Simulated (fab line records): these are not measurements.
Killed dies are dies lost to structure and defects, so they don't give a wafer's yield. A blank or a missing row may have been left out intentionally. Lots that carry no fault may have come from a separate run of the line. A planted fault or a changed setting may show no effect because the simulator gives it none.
fab line records	flow nand_harc
record: lots: 6	wafers: 18	last_day: 33
route steps=1302 shown P_M1@315 P_M2@318 END@1302
lots with no fault: from the same line, run without faults
start_h: hours from the record's opening day to when the first of the lot's shown wafers began	wait_h: hours elapsed since this lot's preceding step	" repeats the value in the row above	L1.1+2: several wafers, shown together as one row	- either no value or no given start	* or withheld: withheld	< > ~ a bound
route shown NAME@n: names a module that has steps shown in the file, with the first one's number in the route	usual: the fault-free wafers' mean and standard deviation	same: alike in all rows	chamber/n: place in a boat	sites: per-site readings	_std_site: their standard deviation	_edge_site: mean of outer sites minus mean of inner sites	radius_mm: how far each site lies from the wafer's centre	mask NAME#n: copy n	behind: tool/chamber where the wafer was last shaped	hold: why the lot went on hold/how many hours it stayed there/how the hold came to an end	device: the n, p or np transistor that did not switch	end of line: the same wafers' tests at the end of the route	where a step has no rows: the recipe by itself	killed: not the wafer's yield, but the dies lost to structure and defects at the first sort	map: a wafer's dies, x killed, . not, _ none there
set.NAME: the setting that was run; set.NAME@STEP: the one run at that earlier step	model.NAME: the simulator's own value behind a step, which no gauge read
lots at some steps of the route; a table a step, a row a wafer
services: the hour from which a tool's chamber was out of use, counted from the record's first day as start_h (under 0 if before that day), plus the number of hours and why
== steps ==
step: NHARC_P_M1_INSPECT_27
usual: raw_defect_count: 332/120
lot.wafer	tool	chamber	start_h	wait_h	raw_defect_count
L982.2	defect_inspect-02	-	185.20	0.0	286
L982.3	"	-	"	"	555
L982.4	"	-	"	"	256
L983.1	defect_inspect-02	-	194.97	0.0	411
L983.3	"	-	"	"	329
L983.6	"	-	"	"	334
L993.2	defect_inspect-01	-	299.88	0.0	239
L993.4	"	-	"	"	429
L993.5	"	-	"	"	223
L995.2	defect_inspect-01	-	318.56	0.0	200
L995.3	"	-	"	"	240
L995.6	"	-	"	"	332
L998.1	defect_inspect-02	-	344.62	0.0	452
L998.2	"	-	"	"	288
L998.6	"	-	"	"	531
L999.2	defect_inspect-01	-	358.44	0.0	283
L999.3	"	-	"	"	284
L999.6	"	-	"	"	211
step: NHARC_P_M1_PRE_CLEAN_32
recipe: time_s: 12	temp_c: 370	rf_power_w: 300	gas: NH3
usual: heater_power_w: 624/90
same: time_s: 12
lot.wafer	tool	chamber	start_h	wait_h	heater_power_w	since_wet_clean_h
L982.3	pecvd-02	2	185.28	0.1	605	126
L982.2	"	0	"	"	576	126
L982.4	"	1	"	"	543	-
L983.1	pecvd-03	2	195.03	0.1	509	159
L983.3	"	2	"	"	524	-
L983.6	"	2	"	"	523	-
L993.2	pecvd-02	1	299.97	0.1	477	60
L993.5	"	2	"	"	693	-
L993.4	"	0	"	"	653	-
L995.2	pecvd-02	1	318.63	0.1	559	78
L995.3	"	2	"	"	633	78
L995.6	"	1	"	"	548	-
L998.1	pecvd-01	1	344.70	0.1	688	21
L998.2	"	2	"	"	752	21
L998.6	"	1	"	"	685	-
L999.2	pecvd-02	2	358.51	0.1	625	118
L999.3	"	0	"	"	683	118
L999.6	"	1	"	"	529	-
step: NHARC_P_M1_DEP_33
recipe: target_thk_a: 300	temp_c: 370	target_thk_nm: 30	pressure_torr: 3	flow_sccm: 200	rf_w: 450	material: SiCN
usual: heater_power_w: 574/97	showerhead_vpp_V: 1305/67
lot.wafer	tool	chamber	start_h	wait_h	heater_power_w	showerhead_vpp_V	since_wet_clean_h
L982.3	pecvd-02	2	185.39	0.1	673	1312	126
L982.2	"	0	"	"	603	1410	126
L982.4	"	1	"	"	551	1383	-
L983.1	pecvd-03	2	195.15	0.1	488	1264	159
L983.3	"	2	"	"	491	1309	-
L983.6	"	2	"	"	486	1281	-
L993.2	pecvd-02	1	300.11	0.1	506	1360	60
L993.5	"	2	"	"	643	1310	-
L993.4	"	0	"	"	625	1432	-
L995.2	pecvd-02	1	318.70	0.1	521	1362	78
L995.3	"	2	"	"	638	1308	78
L995.6	"	1	"	"	508	1375	-
L998.1	pecvd-01	1	344.81	0.1	684	1249	21
L998.2	"	2	"	"	738	1291	21
L998.6	"	1	"	"	662	1254	-
L999.2	pecvd-02	2	358.59	0.1	585	1298	118
L999.3	"	0	"	"	646	1440	118
L999.6	"	1	"	"	459	1370	-
step: NHARC_P_M2_DEP_00
recipe: target_thk_a: 1825	target_thk_nm: 182.5	temp_c: withheld	pressure_torr: 5	flow_sccm: 200	rf_w: 600	material: SiOC
step: NHARC_P_M2_DEHYDRATE_01
recipe: temp_c: 150	time_s: 120
step: NHARC_P_M2_HMDS_02
recipe: time_s: 30
step: NHARC_P_M2_COAT_34
recipe: temp_c: 200	time_s: 65
step: NHARC_P_M2_COAT_03
recipe: spin_rpm: 1500	resist_thk_nm: 90
step: NHARC_P_M2_SOFTBAKE_04
recipe: temp_c: 105	time_s: 55
step: NHARC_P_M2_EBR_05
step: NHARC_P_M2_EXPOSE_06
recipe: na: 1.35	target_cd_nm: 170	dose_mj: 80.78	mask_id: P_M2
step: NHARC_P_M2_PEB_07
recipe: peb_temp_c: 100	peb_time_s: 65
usual: heater_power_total_W: 156.6/0.44	plate_temp_C: 99.99/0.13
lot.wafer	tool	chamber	start_h	wait_h	heater_power_total_W	plate_temp_C
L982.2	litho_track-04	0	186.51	0.1	156.0	100.00
L982.3	"	0	"	"	157.2	100.06
L982.4	"	0	"	"	156.1	100.09
L983.1	litho_track-06	0	196.54	0.1	156.8	99.89
L983.3	"	0	"	"	156.0	99.83
L983.6	"	0	"	"	155.9	100.02
L993.2	litho_track-06	0	301.20	0.1	161.2	102.27
L993.4	"	0	"	"	161.6	102.27
L993.5	"	0	"	"	161.5	102.16
L995.2	litho_track-06	0	319.75	0.1	160.7	102.02
L995.3	"	0	"	"	161.3	102.02
L995.6	"	0	"	"	161.7	101.82
L998.1	litho_track-01	0	345.80	0.1	156.1	100.15
L998.2	"	0	"	"	156.6	100.02
L998.6	"	0	"	"	157.0	99.94
L999.2	litho_track-04	0	359.76	0.1	156.3	99.84
L999.3	"	0	"	"	156.3	99.96
L999.6	"	0	"	"	156.7	99.97
step: NHARC_P_M2_DEVELOP_08
recipe: develop_time_s: 35	dev_temp_c: 23
step: NHARC_P_M2_CD_MEAS_09
recipe: target_cd_nm: 170	landing_energy_ev: 500
usual: cd_nm: 170.0/0.44
lot.wafer	tool	chamber	start_h	wait_h	cd_nm
L982.2	cd_sem-02	0	186.60	-	170.4
L982.3	"	0	"	"	170.7
L982.4	"	0	"	"	170.0
L983.1	cd_sem-01	0	196.62	-	169.9
L983.3	"	0	"	"	170.2
L983.6	"	0	"	"	170.7
L993.2	cd_sem-02	0	301.28	-	176.7
L993.4	"	0	"	"	176.2
L993.5	"	0	"	"	177.0
L995.2	cd_sem-03	0	319.83	-	177.9
L995.3	"	0	"	"	177.2
L995.6	"	0	"	"	177.0
L998.1	cd_sem-01	0	345.88	-	170.6
L998.2	"	0	"	"	169.9
L998.6	"	0	"	"	170.3
L999.2	cd_sem-03	0	359.84	-	169.9
L999.3	"	0	"	"	170.1
L999.6	"	0	"	"	169.2
step: NHARC_P_M2_OVL_MEAS_10
recipe: pitch_nm: 340
usual: overlay_x_nm: -0.3/0.8	overlay_y_nm: 0.2/0.84
lot.wafer	tool	chamber	start_h	wait_h	overlay_x_nm	overlay_y_nm
L982.2	overlay-01	-	186.68	-	-0.2	-0.6
L982.3	"	-	"	"	0.4	-0.2
L982.4	"	-	"	"	0.4	-0.9
L983.1	overlay-02	-	196.71	-	0.4	-0.3
L983.3	"	-	"	"	0.7	-0.6
L983.6	"	-	"	"	0.4	0.1
L993.2	overlay-02	-	301.36	-	-1.1	1.0
L993.4	"	-	"	"	-0.8	0.7
L993.5	"	-	"	"	-0.7	0.8
L995.2	overlay-02	-	319.92	-	-0.6	0.0
L995.3	"	-	"	"	-1.3	-0.2
L995.6	"	-	"	"	-1.3	0.1
L998.1	overlay-01	-	345.97	-	-0.7	0.9
L998.2	"	-	"	"	-0.9	1.4
L998.6	"	-	"	"	-0.6	1.3
L999.2	overlay-02	-	359.92	-	1.2	-0.5
L999.3	"	-	"	"	1.4	-0.3
L999.6	"	-	"	"	1.4	-0.4
step: NHARC_P_M2_INSPECT_11
usual: raw_defect_count: 4.6/2.9
lot.wafer	tool	chamber	start_h	wait_h	raw_defect_count
L982.2	defect_inspect-01	-	186.72	0.0	2
L982.3	"	-	"	"	0
L982.4	"	-	"	"	8
L983.1	defect_inspect-02	-	196.74	0.0	4
L983.3	"	-	"	"	2
L983.6	"	-	"	"	6
L993.2	defect_inspect-01	-	301.40	0.0	1
L993.4	"	-	"	"	2
L993.5	"	-	"	"	6
L995.2	defect_inspect-01	-	319.95	0.0	5
L995.3	"	-	"	"	2
L995.6	"	-	"	"	2
L998.1	defect_inspect-01	-	346.00	0.0	2
L998.2	"	-	"	"	4
L998.6	"	-	"	"	1
L999.2	defect_inspect-01	-	359.96	0.0	1
L999.3	"	-	"	"	2
L999.6	"	-	"	"	5
step: NHARC_P_M2_DESCUM_14
recipe: time_s: 3	o2_flow_sccm: 200	ar_flow_sccm: 0	bias_power_w: 0	chemistry: O2
usual: drypump_motor_current_A: 6.0/0.38	oes_product_au: 1.002/0.0072	rf_vpp_V: 57.8/0.81	showerhead_plenum_p_Torr: 1.92/0.078	throttle_valve_pct: 11.311/0.0084
same: time_s: 3
lot.wafer	tool	chamber	start_h	wait_h	drypump_motor_current_A	oes_product_au	rf_hours_counter_h	rf_vpp_V	showerhead_plenum_p_Torr	throttle_valve_pct	model.P_M2.cd_nm
L982.3	rie_diel-06	2	186.79	0.1	5.5	0.994	1.6	58.2	2.00	11.325	169.6
L982.2	"	3	"	"	5.7	1.008	1.4	58.1	2.00	11.300	169.8
L982.4	"	0	"	"	5.8	1.010	1.3	57.4	1.97	11.304	168.9
L983.3	rie_diel-03	1	196.81	0.1	6.8	1.011	4.8	57.9	1.91	11.303	169.8
L983.1	"	2	"	"	5.6	1.005	7.0	57.0	1.81	11.312	169.8
L983.6	"	0	"	"	6.0	1.006	-	57.4	1.90	11.313	170.2
L993.4	rie_diel-03	1	301.46	0.1	6.7	1.002	0.5	57.0	1.91	11.320	176.6
L993.2	"	3	"	"	6.0	0.997	0.8	58.0	1.80	11.308	176.9
L993.5	"	2	"	"	5.7	0.991	-	57.9	1.80	11.316	177.7
L995.3	rie_diel-06	0	320.03	0.1	5.9	0.995	0	58.8	1.97	11.303	176.9
L995.2	"	1	"	"	6.4	0.992	0	59.1	1.98	11.309	177.7
L995.6	"	3	"	"	5.7	1.002	-	58.1	2.00	11.308	177
L998.1	rie_diel-03	1	346.06	0.1	6.7	0.993	2.7	58.6	1.91	11.322	170.7
L998.2	"	3	"	"	6.0	0.994	3.4	56.0	1.80	11.314	170
L998.6	"	1	"	"	6.7	1.000	-	58.0	1.91	11.308	170.1
L999.3	rie_diel-06	0	360.02	0.1	5.9	1.000	1.7	58.1	1.97	11.311	169.4
L999.2	"	2	"	"	5.5	0.994	1.9	58.1	2.00	11.313	169.9
L999.6	"	1	"	"	6.4	1.003	-	58.8	1.97	11.330	169.4
step: NHARC_P_M2_ETCH_35
recipe: target_depth_a: 400	overetch_a: 120	time_s: 43.94	ion_energy_ev: 200	n2_flow_sccm: 150	h2_flow_sccm: 150	ar_flow_sccm: 0	rf_w: 400	bias_w: 150	chemistry: N2/H2
usual: drypump_motor_current_A: 6.0/0.37	h2_flow_sccm: 150.0/0.45	oes_product_au: 1.002/0.0074	rf_vpp_V: 430.6/2.5	showerhead_plenum_p_Torr: 2.05/0.083	throttle_valve_pct: 14.171/0.0092
same: time_s: 43.94
lot.wafer	tool	chamber	start_h	wait_h	drypump_motor_current_A	h2_flow_sccm	oes_product_au	rf_hours_counter_h	rf_vpp_V	showerhead_plenum_p_Torr	throttle_valve_pct
L982.3	rie_diel-06	1	186.86	0.1	6.4	148.7	1.000	1.6	433.5	2.11	14.166
L982.4	"	2	"	"	5.5	149.8	0.993	1.6	430.9	2.14	14.173
L982.2	"	0	"	"	5.9	149.8	1.013	1.3	433.3	2.10	14.178
L983.3	rie_diel-03	1	196.89	0.1	6.7	149.7	1.001	4.8	430.5	2.04	14.174
L983.1	"	3	"	"	6.0	149.4	1.009	4.7	425.9	1.91	14.168
L983.6	"	1	"	"	6.7	149.9	1.004	-	430.2	2.04	14.172
L993.2	rie_diel-03	1	301.55	0.1	6.7	150.3	0.989	0.5	431.2	2.04	14.167
L993.4	"	2	"	"	5.7	149.0	0.990	0.7	428.0	1.92	14.178
L993.5	"	1	"	"	6.7	150.5	0.997	-	430.0	2.04	14.172
L995.2	rie_diel-06	3	320.10	0.1	5.7	150.2	1.018	0.0	433.1	2.13	14.162
L995.3	"	2	"	"	5.5	149.2	1.000	0.0	432.8	2.13	14.163
L995.6	"	0	"	"	5.9	151.0	1.001	-	433.7	2.10	14.173
L998.2	rie_diel-03	2	346.15	0.1	5.7	150.0	0.998	2.7	426.0	1.92	14.160
L998.1	"	3	"	"	6.0	150.9	0.990	3.4	426.5	1.91	14.157
L998.6	"	3	"	"	6.0	150.3	1.003	-	427.3	1.91	14.166
L999.2	rie_diel-06	1	360.10	0.1	6.4	149.7	0.996	2.0	432.6	2.11	14.172
L999.3	"	3	"	"	5.8	150.1	1.006	1.6	433.1	2.13	14.165
L999.6	"	1	"	"	6.4	149.3	0.990	-	433.3	2.11	14.162
step: NHARC_P_M2_ETCH_15
recipe: target_depth_a: 1825	time_s: 91.2	c4f8_flow_sccm: withheld	ar_flow_sccm: 400	rf_w: 600	bias_w: 300	chemistry: C4F8/Ar
usual: oes_product_au: 0.947/0.024	rf_vpp_V: 441.0/2.5
same: time_s: 91.2
lot.wafer	tool	chamber	start_h	wait_h	oes_product_au	rf_hours_counter_h	rf_vpp_V
L982.3	rie_diel-06	3	-	-	0.974	1.4	443.9
L982.2	"	0	"	"	0.977	1.3	443.0
L982.4	"	1	"	"	0.973	1.6	442.7
L983.3	rie_diel-03	3	-	-	0.934	4.7	436.7
L983.1	"	2	"	"	0.925	7.0	437.9
L983.6	"	0	"	"	0.925	-	440.8
L993.4	rie_diel-03	3	-	-	0.987	0.8	437.8
L993.2	"	0	"	"	0.969	0.6	440.6
L993.5	"	2	"	"	0.955	-	438.3
L995.2	rie_diel-06	0	-	-	0.978	0.0	442.8
L995.3	"	3	"	"	0.959	0.0	444.2
L995.6	"	0	"	"	0.976	-	441.4
L998.2	rie_diel-03	3	-	-	0.914	3.4	437.6
L998.1	"	0	"	"	0.924	3.5	439.7
L998.6	"	1	"	"	0.918	-	440.8
L999.3	rie_diel-06	1	-	-	0.964	2.0	442.9
L999.2	"	0	"	"	0.951	1.7	441.7
L999.6	"	1	"	"	0.968	-	443.2
step: NHARC_P_M2_CD_MEAS_16
usual: cd_nm: 169.8/0.52
lot.wafer	tool	chamber	start_h	wait_h	cd_nm
L982.2	cd_sem-01	-	187.09	-	170.0
L982.3	"	-	"	"	169.0
L982.4	"	-	"	"	169.0
L983.1	cd_sem-01	-	197.11	-	169.6
L983.3	"	-	"	"	169.7
L983.6	"	-	"	"	170.2
L993.2	cd_sem-03	-	301.76	-	176.4
L993.4	"	-	"	"	176.6
L993.5	"	-	"	"	177.9
L995.2	cd_sem-01	-	320.32	-	177.5
L995.3	"	-	"	"	176.4
L995.6	"	-	"	"	176.9
L998.1	cd_sem-03	-	346.37	-	170.3
L998.2	"	-	"	"	170.0
L998.6	"	-	"	"	170.0
L999.2	cd_sem-02	-	360.32	-	170.2
L999.3	"	-	"	"	169.5
L999.6	"	-	"	"	169.7
step: NHARC_P_M2_STRIP_18
recipe: power_w: 1000	n2_flow_sccm: 150	h2_flow_sccm: 150	ar_flow_sccm: 0	bias_w: 0	chemistry: N2/H2
usual: drypump_motor_current_A: 6.1/0.36	h2_flow_sccm: 150.0/0.43	oes_product_au: 1.000/0.0068	rf_vpp_V: 90.7/0.96	showerhead_plenum_p_Torr: 2.08/0.073	throttle_valve_pct: 14.172/0.0096
lot.wafer	tool	chamber	start_h	wait_h	drypump_motor_current_A	h2_flow_sccm	oes_product_au	rf_hours_counter_h	rf_vpp_V	showerhead_plenum_p_Torr	throttle_valve_pct
L982.3	rie_diel-03	2	187.16	0.1	5.7	149.6	1.002	6.3	89.9	1.92	14.161
L982.4	"	3	"	"	6.0	150.4	0.999	4.0	89.5	1.91	14.179
L982.2	"	1	"	"	6.7	150.2	1.002	4.2	90.7	2.04	14.177
L983.3	rie_diel-03	1	197.21	0.1	6.8	149.8	1.013	4.8	90.8	2.04	14.167
L983.1	"	3	"	"	6.0	149.7	1.000	4.8	89.5	1.91	14.182
L983.6	"	0	"	"	6.0	150.0	1.009	-	92.8	2.02	14.167
L993.4	rie_diel-03	1	301.86	0.1	6.7	149.9	1.000	0.6	90.2	2.04	14.162
L993.2	"	2	"	"	5.6	149.5	0.998	0.8	90.0	1.92	14.173
L993.5	"	1	"	"	6.8	149.8	0.994	-	90.3	2.04	14.163
L995.3	rie_diel-07	2	320.45	0.1	5.7	150.0	0.993	0.5	90.0	2.09	14.181
L995.2	"	3	"	"	5.9	149.5	0.983	1.5	91.9	2.07	14.178
L995.6	"	0	"	"	6.4	150.3	0.992	-	90.3	2.14	14.162
L998.1	rie_diel-06	2	346.47	0.1	5.5	149.8	0.984	1.3	89.5	2.13	14.157
L998.2	"	0	"	"	5.9	149.8	0.996	1.3	89.8	2.10	14.161
L998.6	"	1	"	"	6.4	150.3	0.993	-	91.2	2.11	14.174
L999.3	rie_diel-03	3	360.40	0.1	6.0	150.1	1.000	4.4	89.3	1.91	14.176
L999.2	"	1	"	"	6.7	151.2	0.992	4.4	90.5	2.04	14.165
L999.6	"	0	"	"	6.0	150.1	0.998	-	90.3	2.02	14.164
step: NHARC_P_M2_ETCH_28
recipe: target_depth_a: 300	over_etch_frac: 0.3	time_s: 72.99	ion_energy_ev: 150	cf4_flow_sccm: 50	n2_flow_sccm: 100	ar_flow_sccm: 150	rf_w: 300	bias_w: 100	chemistry: CF4/N2
usual: drypump_motor_current_A: 6.1/0.37	oes_product_au: 1.000/0.0081	rf_vpp_V: 314.9/1.8	showerhead_plenum_p_Torr: 2.67/0.091	throttle_valve_pct: 19.793/0.0094
same: time_s: 72.99
lot.wafer	tool	chamber	start_h	wait_h	drypump_motor_current_A	oes_product_au	rf_hours_counter_h	rf_vpp_V	showerhead_plenum_p_Torr	throttle_valve_pct	model.P_M2.cd_nm
L982.4	rie_diel-03	0	-	-	6.0	1.004	6.1	311.9	2.61	19.799	168.8
L982.2	"	1	"	"	6.7	1.014	4.2	314.2	2.63	19.794	168.9
L982.3	"	3	"	"	6.0	1.000	4.1	311.0	2.47	19.798	168.9
L983.1	rie_diel-03	3	-	-	6.0	0.996	4.8	311.9	2.47	19.789	169.6
L983.3	"	1	"	"	6.7	1.001	4.9	314.0	2.63	19.786	169.3
L983.6	"	0	"	"	6.0	0.997	-	313.4	2.61	19.790	170.1
L993.2	rie_diel-03	1	-	-	6.6	1.005	0.7	313.3	2.63	19.806	176.6
L993.4	"	3	"	"	6.0	1.000	0.8	311.5	2.47	19.793	176.7
L993.5	"	2	"	"	5.7	0.989	-	312.4	2.48	19.804	177.9
L995.3	rie_diel-07	1	-	-	6.5	0.987	1.8	315.8	2.77	19.793	176.1
L995.2	"	2	"	"	5.7	0.980	0.5	315.6	2.69	19.813	176.6
L995.6	"	0	"	"	6.4	0.991	-	317.0	2.75	19.802	177.4
L998.1	rie_diel-06	0	-	-	5.9	0.999	1.3	314.9	2.69	19.786	170
L998.2	"	3	"	"	5.8	1.007	1.1	315.1	2.73	19.793	169.5
L998.6	"	0	"	"	5.9	1.000	-	315.2	2.69	19.785	170.1
L999.3	rie_diel-03	2	-	-	5.6	0.997	4.4	311.3	2.48	19.795	168.6
L999.2	"	1	"	"	6.7	0.998	4.5	313.8	2.62	19.802	169.4
L999.6	"	2	"	"	5.6	0.987	-	310.3	2.48	19.796	169.4
step: NHARC_P_M2_STRIP_19
recipe: time_s: 600	temp_c: 30	chemistry: post_etch_residue_remover
step: NHARC_END_SORT_01
recipe: temp_c: 25
usual: defect_limited_yield: 91.4/2.9	killed_at_array: 54/20	killed_at_other: 0.9/1.1	killed_at_periphery: 3.8/2.4	killed_dies: 58/20	killed_open: 3.5/1.9	killed_short: 2.5/1.6	sort_bin_2_pct: 3.1/1.2	sort_bin_3_pct: 0.6/0.39	sort_bin_4_pct: 4.9/1.7	sort_n_pass: 619/20	sort_rim_yield_pct: 91/4.3	sort_yield_pct: 91.4/2.9
same: gross_dies: 677	sort_bin_5_pct[%]: 0	sort_bin_6_pct[%]: 0	sort_bin_7_pct[%]: 0	sort_bin_8_pct[%]: 0	sort_rim_n_gross: 106.00
lot.wafer	tool	chamber	start_h	wait_h	defect_limited_yield[%]	killed_at_array	killed_at_other	killed_at_periphery	killed_dies	killed_open	killed_short	sort_bin_2_pct[%]	sort_bin_3_pct[%]	sort_bin_4_pct[%]	sort_n_pass	sort_rim_yield_pct[%]	sort_yield_pct[%]
L982.2	prober-02	0	617.99	2.8	90.5	61	0	3	64	8	3	4.1	0.7	4.6	613	91	90.5
L982.3	prober-02	0	618.80	3.1	89.1	73	0	1	74	3	5	4.1	1.0	5.8	603	97	89.1
L982.4	prober-02	0	619.62	3.4	91.0	54	0	7	61	6	3	3.2	0.7	5.0	616	88	91.0
L983.1	prober-01	0	632.72	2.5	92.0	52	0	2	54	1	7	2.8	0.9	4.3	623	94	92.0
L983.3	prober-01	0	634.34	3.1	91.7	51	3	2	56	4	1	3.5	0	4.7	621	95	91.7
L983.6	prober-01	0	636.77	4.1	92.0	52	0	2	54	1	3	3.1	0.6	4.3	623	94	92.0
L993.2	prober-01	0	750.40	2.8	96.5	20	1	3	24	3	1	1.6	0.3	1.6	653	91	96.5
L993.4	prober-01	0	752.00	3.4	92.6	46	2	2	50	2	0	2.8	0.4	4.1	627	95	92.6
L993.5	prober-01	0	752.79	3.7	91.0	58	0	3	61	1	1	2.7	0.4	5.9	616	93	91.0
L995.2	prober-02	0	765.81	2.8	92.0	45	3	6	54	3	1	2.8	0.6	4.6	623	89	92.0
L995.3	prober-02	0	766.63	3.1	91.1	57	0	3	60	3	4	3.8	0.7	4.3	617	88	91.1
L995.6	prober-02	0	769.09	4.1	89.4	69	0	3	72	3	4	4.4	0.7	5.5	605	92	89.4
L998.1	prober-01	0	780.01	2.5	90.1	64	1	2	67	6	2	3.2	0.6	6.1	610	91	90.1
L998.2	prober-01	0	780.83	2.8	94.4	35	1	2	38	2	1	2.2	0.1	3.2	639	89	94.4
L998.6	prober-01	0	784.09	4.1	89.5	70	0	1	71	8	2	3.1	1.0	6.4	606	97	89.5
killed by level:class
L982.2 A_CHANNEL_HOLE_D2:chamber_film_flake=30 A_SLIT:chamber_film_flake=9 A_WL_FILL:geometric_particle:open=3 A_CHANNEL_HOLE_D1:chamber_film_flake=3 A_STAIRCASE:chamber_film_flake=3 A_CHANNEL_FILL_D2:geometric_particle:open=2 P_M0:chamber_film_flake=2 A_ZERO_WELL:chamber_film_flake=2
L982.3 A_CHANNEL_HOLE_D2:chamber_film_flake=35 A_SLIT:chamber_film_flake=20 A_DECK1_JOINT:chamber_film_flake=3 A_CONTACT:chamber_film_flake=3 A_CHANNEL_FILL_D1:geometric_particle:short=2 A_BONDPAD:chamber_film_flake=2 P_CONTACT:geometric_particle:short=1 A_ONON_D1:geometric_particle:short=1
L982.4 A_CHANNEL_HOLE_D2:chamber_film_flake=26 A_SLIT:chamber_film_flake=9 A_CHANNEL_HOLE_D1:chamber_film_flake=7 A_CONTACT:chamber_film_flake=4 P_M0:chamber_film_flake=3 P_CONTACT:geometric_particle:open=2 A_DECK1_JOINT:chamber_film_flake=2 P_GATE:geometric_particle:short=1
L983.1 A_SLIT:chamber_film_flake=24 A_CHANNEL_HOLE_D2:chamber_film_flake=10 A_WL_FILL:geometric_particle:short=3 A_CONTACT:chamber_film_flake=3 A_CHANNEL_HOLE_D2:geometric_particle:short=2 A_CHANNEL_HOLE_D1:chamber_film_flake=2 A_DECK1_JOINT:chamber_film_flake=2 A_STAIRCASE:chamber_film_flake=2
L983.3 A_SLIT:chamber_film_flake=26 A_CHANNEL_HOLE_D2:chamber_film_flake=12 A_CHANNEL_HOLE_D1:chamber_film_flake=4 HYBRID_BOND:chamber_film_flake=2 P_GATE:geometric_particle:open=1 P_M0:geometric_particle:open=1 A_WL_FILL:geometric_particle:short=1 A_WL_FILL:geometric_particle:open=1
L983.6 A_SLIT:chamber_film_flake=25 A_CHANNEL_HOLE_D2:chamber_film_flake=11 A_CHANNEL_HOLE_D1:chamber_film_flake=5 A_CONTACT:chamber_film_flake=4 A_WL_FILL:geometric_particle:short=2 A_ZERO_WELL:chamber_film_flake=2 A_CHANNEL_FILL_D1:geometric_particle:short=1 A_CHANNEL_FILL_D2:geometric_particle:open=1
L993.2 A_SLIT:chamber_film_flake=13 A_STAIRCASE:chamber_film_flake=4 A_M0:geometric_particle:open=2 P_M0:geometric_particle:open=1 P_M0:geometric_particle:short=1 A_CHANNEL_FILL_D1:chamber_film_flake=1 THIN_TSV:chamber_film_flake=1 P_M2:area_peb=1
L993.4 A_SLIT:chamber_film_flake=34 A_CHANNEL_HOLE_D1:chamber_film_flake=7 A_STAIRCASE:chamber_film_flake=2 THIN_TSV:chamber_film_flake=2 P_STI:geometric_particle:open=1 P_CONTACT:geometric_particle:open=1 A_DECK1_JOINT:chamber_film_flake=1 A_CHANNEL_FILL_D1:chamber_film_flake=1
L993.5 A_SLIT:chamber_film_flake=37 A_CHANNEL_HOLE_D1:chamber_film_flake=10 A_STAIRCASE:chamber_film_flake=6 P_GATE:geometric_particle:open=1 A_CHANNEL_FILL_D2:geometric_particle:short=1 P_STI:chamber_film_flake=1 P_GATE:chamber_film_flake=1 A_ZERO_WELL:chamber_film_flake=1
L995.2 A_SLIT:chamber_film_flake=29 A_CHANNEL_HOLE_D1:chamber_film_flake=8 P_M2:chamber_film_flake=3 P_GATE:chamber_film_flake=2 A_DECK1_JOINT:chamber_film_flake=2 A_CHANNEL_FILL_D2:geometric_particle:open=1 A_WL_FILL:geometric_particle:short=1 A_M0:geometric_particle:open=1
L995.3 A_SLIT:chamber_film_flake=31 A_CONTACT:chamber_film_flake=10 A_CHANNEL_HOLE_D1:chamber_film_flake=4 A_CHANNEL_FILL_D1:geometric_particle:open=2 A_WL_FILL:geometric_particle:short=2 P_M2:chamber_film_flake=2 A_CHANNEL_FILL_D1:geometric_particle:short=1 A_DECK1_JOINT:geometric_particle:open=1
L995.6 A_SLIT:chamber_film_flake=41 A_CHANNEL_HOLE_D1:chamber_film_flake=8 A_CONTACT:chamber_film_flake=6 P_M2:chamber_film_flake=3 A_STAIRCASE:chamber_film_flake=3 A_WL_FILL:geometric_particle:short=2 A_DECK1_JOINT:chamber_film_flake=2 A_SOURCE_PLATE:geometric_particle:open=1
L998.1 A_SLIT:chamber_film_flake=35 A_STAIRCASE:chamber_film_flake=9 A_CONTACT:chamber_film_flake=6 A_CHANNEL_HOLE_D1:chamber_film_flake=3 A_ONON_D1:geometric_particle:open=2 P_GATE:geometric_particle:open=1 P_CONTACT:geometric_particle:open=1 A_CHANNEL_HOLE_D2:geometric_particle:short=1
L998.2 A_SLIT:chamber_film_flake=13 A_STAIRCASE:chamber_film_flake=12 A_CHANNEL_FILL_D2:chamber_film_flake=2 A_CONTACT:chamber_film_flake=2 P_M1:geometric_particle:open=1 A_M0:geometric_particle:open=1 A_M1:geometric_particle:short=1 P_ZERO_WELL:chamber_film_flake=1
L998.6 A_SLIT:chamber_film_flake=42 A_STAIRCASE:chamber_film_flake=7 A_CONTACT:chamber_film_flake=5 A_CHANNEL_HOLE_D1:chamber_film_flake=4 A_BLC:geometric_particle:open=2 A_CHANNEL_HOLE_D2:chamber_film_flake=2 P_M1:geometric_particle:open=1 A_CHANNEL_FILL_D1:geometric_particle:open=1
== services ==
tool	chamber	start_h	hours	kind
rie_diel-03	0	162.30	-	clean
rie_diel-03	1	162.30	-	clean
rie_diel-03	2	162.30	-	clean
litho_track-06	-	179.00	7.0	pm
pecvd-01	-	182.27	14.2	repair
pecvd-03	1	188.74	7.0	repair
rie_diel-06	1	190.30	13.6	repair
litho_track-04	-	203.00	7.0	pm
pecvd-03	-	203.71	13.0	pm
pecvd-02	-	227.38	13.0	pm
rie_diel-06	1	231.66	13.3	repair
rie_diel-06	-	245.53	13.0	repair
pecvd-03	0	254.70	4.8	repair
rie_diel-03	-	281.30	9.0	pm
pecvd-02	-	288.75	0.5	repair
rie_diel-07	-	294.20	9.0	pm
rie_diel-07	2	306.39	11.2	repair
rie_diel-06	-	307.20	9.0	pm
pecvd-01	-	311.00	13.0	pm
rie_diel-03	1	321.44	3.8	repair
rie_diel-07	2	323.13	7.8	repair
litho_track-01	-	330.00	7.0	pm
rie_diel-07	-	330.06	0.1	repair
litho_track-06	-	354.00	7.0	pm
== key ==
first_sign: step: NHARC_P_M2_PEB_07	reading: plate_temp_C	direction: up	sigmas: 17	usual: *	struck: *
effect: step: NHARC_P_M2_PEB_07	reading: heater_power_total_W	direction: up	sigmas: 11	usual: *	struck: *
effect: step: NHARC_P_M2_CD_MEAS_09	reading: cd_nm	direction: up	sigmas: 16	usual: 170.0	struck: 177.0
effect: step: NHARC_P_M2_CD_MEAS_16	reading: cd_nm	direction: up	sigmas: 14	usual: 169.8	struck: 176.9
model_effect: step: NHARC_P_M2_DESCUM_14	value: P_M2.cd_nm	without: 170.1	struck: 177.1
model_effect: step: NHARC_P_M2_ETCH_28	value: P_M2.cd_nm	without: 169.8	struck: 176.9
met_at NHARC_P_M2_PEB_07
struck_wafers L993.2,L993.4,L993.5,L995.2,L995.3,L995.6
onset_between 196.54 301.20
fault: kind: process_parameter_drift	tool: litho_track-06	chamber: -	onset_h: 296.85	steps: NHARC_P_M2_PEB_07	channel: peb_temp_c	offset: *	shape: step	end_h: 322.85	acts_in: *	stated: *
